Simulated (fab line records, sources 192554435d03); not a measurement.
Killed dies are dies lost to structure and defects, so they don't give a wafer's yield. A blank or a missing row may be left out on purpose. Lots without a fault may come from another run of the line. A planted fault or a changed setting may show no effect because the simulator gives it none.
Split-lot experiment | flow n5_finfet | 7 lots, 21 wafers read, on a route of 1938 steps

THE SPLIT
At N5_BEOL_M1_DESCUM_33 (chemistry O2, time 7 s), the setting time_s was moved away from the recipe's 7 s on 6 of the 21 wafers read, by -19.7% to +20.6%. The other wafers ran this setting at the recipe's value.

FROM THE SPLIT TO THE READING: what the file shows between them, 1 step
- N5_BEOL_M1_ETCH_77: etches underlayer in N2/H2, target depth 6.5 nm, time 5.2 s

THE READING
CAR-EUV_of_BEOL_M1_COAT_22.thk_nm (the simulator's own value, which no gauge read), in nm, at N5_BEOL_M1_ETCH_69 (etches SiARC in CF4, target depth 15.6 nm, time 26 s). The file gives no usual value for it. The 15 wafers here that ran the recipe average 11.1 nm, standard deviation 0.098 nm.

wafer  | tool, chamber at the split | time_s as run, s | against the recipe | CAR-EUV_of_BEOL_M1_COAT_22.thk_nm, nm | against lot-mates on the recipe
L082.1 | rie_diel-05, 0,3           | 7                | recipe             | 11                                    | -
L082.2 | rie_diel-05, 0,3           | 7                | recipe             | 11.2                                  | -
L082.6 | rie_diel-05, 1             | 8.444            | +20.6%             | 10.6                                  | -0.5
L083.1 | rie_diel-01, 2             | 7.995            | +14.2%             | 10.6                                  | -0.4
L083.4 | rie_diel-01, 1             | 7                | recipe             | 11                                    | -
L083.6 | rie_diel-01, 3             | 7                | recipe             | 11                                    | -
L087.1 | rie_diel-05, 1             | 7                | recipe             | 11.2                                  | -
L087.4 | rie_diel-05, 3             | 7                | recipe             | 11.2                                  | -
L087.6 | rie_diel-05, 1             | 7.776            | +11.1%             | 10.8                                  | -0.4
L090.2 | rie_diel-05, 0             | 7                | recipe             | 11                                    | -
L090.3 | rie_diel-05, 1,2           | 7                | recipe             | 11.2                                  | -
L090.5 | rie_diel-05, 1,2           | 7                | recipe             | 11.2                                  | -
L092.1 | rie_diel-01, 0             | 7                | recipe             | 11.2                                  | -
L092.3 | rie_diel-01, 1,2           | 5.619            | -19.7%             | 11.8                                  | +0.6
L092.5 | rie_diel-01, 1,2           | 5.619            | -19.7%             | 11.8                                  | +0.6
L093.3 | rie_diel-01, 2,0           | 7                | recipe             | 11.2                                  | -
L093.6 | rie_diel-01, 2,0           | 7                | recipe             | 11.2                                  | -
L093.4 | rie_diel-01, 3             | 7                | recipe             | 11                                    | -
L094.1 | rie_diel-05, 0             | 7.459            | +6.6%              | 10.8                                  | -0.3
L094.5 | rie_diel-05, 3             | 7                | recipe             | 11                                    | -
L094.6 | rie_diel-05, 2             | 7                | recipe             | 11.2                                  | -
Where a row lists several chambers, the file gives one row for several wafers and doesn't say which wafer went through which chamber.

THE FIT
A straight line over all 21 wafers: CAR-EUV_of_BEOL_M1_COAT_22.thk_nm changes by -0.0322 nm for each +1% of time_s; r = -0.95; the points scatter about the line by 0.099 nm.
The same after taking each lot's own level away (the mean of its wafers on the recipe; 21 wafers): -0.0293 nm for each +1%; r = -0.96; scatter 0.08 nm.
On that fit, the largest move of time_s shifts the reading by 0.6 nm.
The lots' own levels span 11.00 to 11.20 nm, that is 2.0 times the standard deviation above.
So the lot-to-lot level changes the slope little: the two slopes agree.
Check: with one of the wafers moved furthest among these (+20.6%) left out of the fit, the line predicts -0.651 nm for it against its lot-mates. It came out at -0.5 nm against them.

OTHER SPLITS ON THESE WAFERS
These wafers also went through other splits before the reading. Each is held against what the fit with the lots' levels taken away leaves over:
other split on the same wafers                  | wafers away from the commonest value | r with CAR-EUV_of_BEOL_M1_COAT_22.thk_nm (lot level and that fit taken away)
N5_MOL_CONTACT_COAG_ETCH_105 bias_w             | 7                                    | +0.05
N5_MOL_CONTACT_COAG_ETCHBACK_136 target_depth_a | 10                                   | +0.20
N5_MOL_CONTACT_COAG_VIA_ETCH_117 bias_w         | 6                                    | -0.11
N5_BEOL_M0_SAQP_PECVD_00 time_s                 | 9                                    | +0.16
N5_BEOL_M0_SAQP_HM_DEP_02 target_thk_a          | 4                                    | +0.02
N5_BEOL_M0_SAQP_SPACER2_ALD_26 target_thk_a     | 9                                    | +0.02
N5_BEOL_M0_SAQP_SPACER2_ETCHBACK_27 time_s      | 3                                    | -0.43
N5_BEOL_M1_COAT_67 spin_rpm                     | 8                                    | -0.15

THE WHOLE CHAIN: every reading that the file lists as answering this split, in the file's order
step                 | what it does                                                | reading                                                                            | change (the file's fit)                | r (the file's)
N5_BEOL_M1_DESCUM_33 | chemistry O2, time 7 s                                      | CAR-EUV_of_BEOL_M1_COAT_22.thk_nm (the simulator's own value, which no gauge read) | -0.031 nm for each +1% of the setting  | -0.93
N5_BEOL_M1_ETCH_77   | etches underlayer in N2/H2, target depth 6.5 nm, time 5.2 s | CAR-EUV_of_BEOL_M1_COAT_22.thk_nm (the simulator's own value, which no gauge read) | -0.0278 nm for each +1% of the setting | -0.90
N5_BEOL_M1_ETCH_69   | etches SiARC in CF4, target depth 15.6 nm, time 26 s        | CAR-EUV_of_BEOL_M1_COAT_22.thk_nm (the simulator's own value, which no gauge read) | -0.0289 nm for each +1% of the setting | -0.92

THE FILE'S OWN FIT
CAR-EUV_of_BEOL_M1_COAT_22.thk_nm changes by -0.0289 nm for each +1% of time_s, r = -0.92.
